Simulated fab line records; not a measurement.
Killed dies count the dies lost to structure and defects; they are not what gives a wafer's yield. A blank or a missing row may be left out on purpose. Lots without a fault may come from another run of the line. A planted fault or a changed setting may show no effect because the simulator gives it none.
The tool behind it: which one? ; flow n5-finfet ; 29 wafers from 10 lots sampled at 3 of the route's 1938 steps

WHAT THE GAUGES READ, wafer by wafer
N5_BEOL_M7_CD_MEAS_11: the cd target is 38.5 nm. Usual: cd-nm 38.6 nm, standard deviation 0.52.
lot;measured;on;cd-nm (nm);flag
L694;day 9 07:19;cd-sem-03;38.4 38.8 38.9;
L695;day 9 07:41;cd-sem-02;38.1 40.1 38.5;
L696;day 9 23:14;cd-sem-03;38.7 39.3 38.8;
L702;day 11 05:20;cd-sem-02;39.1 39.0 39.3;
L712;day 13 12:54;cd-sem-03;37.9 38.1 37.9;
L711;day 13 17:25;cd-sem-03;38.7 37.9 39.0;
L709;day 13 23:49;cd-sem-03;38.5 38.0 38.4;
L713;day 14 09:01;cd-sem-01;37.9 39.1;
L714;day 14 20:40;cd-sem-03;38.5 38.9 38.7;
L715;day 15 08:34;cd-sem-03;38.3 38.8 37.8;

EACH LOT AND THE TOOL THAT RAN IT (in order: tool; ch and the chambers of the sampled wafers; start)
lot;N5_BEOL_M6_ETCH_41;N5_BEOL_M6_CMP_52
L694;rie-diel-01 ch 0,1,2, day 9 03:46 or earlier;cmp-02 ch 0,1,2, day 9 03:46
L695;rie-diel-01 ch 1,3, day 9 04:20 or earlier;cmp-01 ch 1,2,3, day 9 04:20
L696;rie-diel-02 ch 1,2,3, day 9 20:57 or earlier;cmp-01 ch 0,2,3, day 9 20:57
L702;rie-diel-02 ch 0,1,2, day 11 03:33 or earlier;cmp-03 ch 0,2,3, day 11 03:33
L712;rie-diel-02 ch 1,3, day 13 09:46 or earlier;cmp-03 ch 1,2,3, day 13 09:46
L711;rie-diel-01 ch 0,1,3, day 13 14:58 or earlier;cmp-03 ch 0,1,3, day 13 14:58
L709;rie-diel-02 ch 0,1, day 13 21:49 or earlier;cmp-01 ch 1,2,3, day 13 21:49
L713;rie-diel-06 ch 0,2, day 14 06:34 or earlier;cmp-01 ch 0,2, day 14 06:34
L714;rie-diel-06 ch 0,1,2, day 14 15:20 or earlier;cmp-01 ch 0,1, day 14 15:20
L715;rie-diel-02 ch 0,1, day 15 05:44 or earlier;cmp-03 ch 0,2, day 15 05:44
- N5_BEOL_M6_ETCH_41: etches SiCN in CH3F/O2, target depth 29.7 nm, time 52 s.
- N5_BEOL_M6_CMP_52: polishes, stops on SiCOH lowk, t overpolish 6.9 s, target thk 80 nm.

WHAT THE TOOLS THEMSELVES READ (means of the sampled wafers that have a number; where no wafer has one, the mark that the record gives instead)
N5_BEOL_M6_ETCH_41. Usual: CH3F_flow_sccm 30.01 sccm, standard deviation 0.09; drypump-motor-current-A 5.6 A, standard deviation 0.53; oes-product-au 0.81 a.u., standard deviation 0.059; rf-fwd-power-W 390.9 W, standard deviation 1.6; rf-vpp-V 297.5 V, standard deviation 1.7; showerhead-plenum-p-Torr 2.01 Torr, standard deviation 0.078; throttle-valve-pct 16.26 %, standard deviation 0.16.
lot;tool;CH3F_flow_sccm (sccm);drypump-motor-current-A (A);oes-product-au (a.u.);rf-fwd-power-W (W);rf-vpp-V (V);showerhead-plenum-p-Torr (Torr);throttle-valve-pct (%);flag
L694;rie-diel-01;29.94;5.9;0.78;390.1;296.2;1.95;16.38;
L695;rie-diel-01;29.93;5.5;0.73;391.7;297.1;1.97;16.42;
L696;rie-diel-02;29.94;5.4;0.81;389.7;297.4;2.01;16.19;
L702;rie-diel-02;30.00;5.7;0.80;389.6;299.3;2.05;16.10;
L712;rie-diel-02;30.11;5.0;0.78;391.3;295.2;1.95;16.32;
L711;rie-diel-01;30.06;5.7;0.90;390.7;297.4;2.01;16.22;
L709;rie-diel-02;30.01;5.7;0.79;390.4;297.6;2.01;16.08;
L713;rie-diel-06;29.95;5.3;0.82;391.9;299.4;2.11;16.35;
L714;rie-diel-06;30.11;5.8;0.80;392.5;298.2;2.04;16.38;
L715;rie-diel-02;30.09;5.8;0.78;389.2;298.1;2.01;16.13;

N5_BEOL_M6_CMP_52. Usual: barrier-field-endpoint-s 28.8 s, standard deviation 0.81; motor-current-A 6.1 A, standard deviation 1; overpolish-run-s 6.902 s, standard deviation 0.0098; time-to-endpoint-s 61 s, standard deviation 3.4.
lot;tool;barrier-field-endpoint-s (s);motor-current-A (A);overpolish-run-s (s);time-to-endpoint-s (s);flag
L694;cmp-02;29.1;6.0;6.902;60;
L695;cmp-01;28.3;6.4;6.893;62;
L696;cmp-01;28.9;6.6;6.899;60;
L702;cmp-03;29.9;6.0;6.906;63;
L712;cmp-03;29.5;5.5;6.910;65;
L711;cmp-03;29.2;5.6;6.899;64;
L709;cmp-01;28.4;6.6;6.901;59;
L713;cmp-01;29.0;7.0;6.911;66;
L714;cmp-01;28.9;6.0;6.894;63;
L715;cmp-03;28.6;6.1;6.895;63;

THE ANSWER, worked out from the rows above alone
Rule: a lot is off if the mean of its wafers that have a number lies more than 3 standard deviations from the usual mean. A lot without any number at a reading at which 4 lots or more have one is off too. All remaining lots with rows at the step are treated as sound. Order of review: gauges by route order, followed by the tools' own readings, for which a lot's mean as printed above is used. At the first step where some lot is off, the reading lying furthest off is the one used; lots without a number count as furthest.
No lot is off on any of the readings shown, so nothing can be concluded from this.

WHAT WAS PUT IN BY THE SIMULATOR
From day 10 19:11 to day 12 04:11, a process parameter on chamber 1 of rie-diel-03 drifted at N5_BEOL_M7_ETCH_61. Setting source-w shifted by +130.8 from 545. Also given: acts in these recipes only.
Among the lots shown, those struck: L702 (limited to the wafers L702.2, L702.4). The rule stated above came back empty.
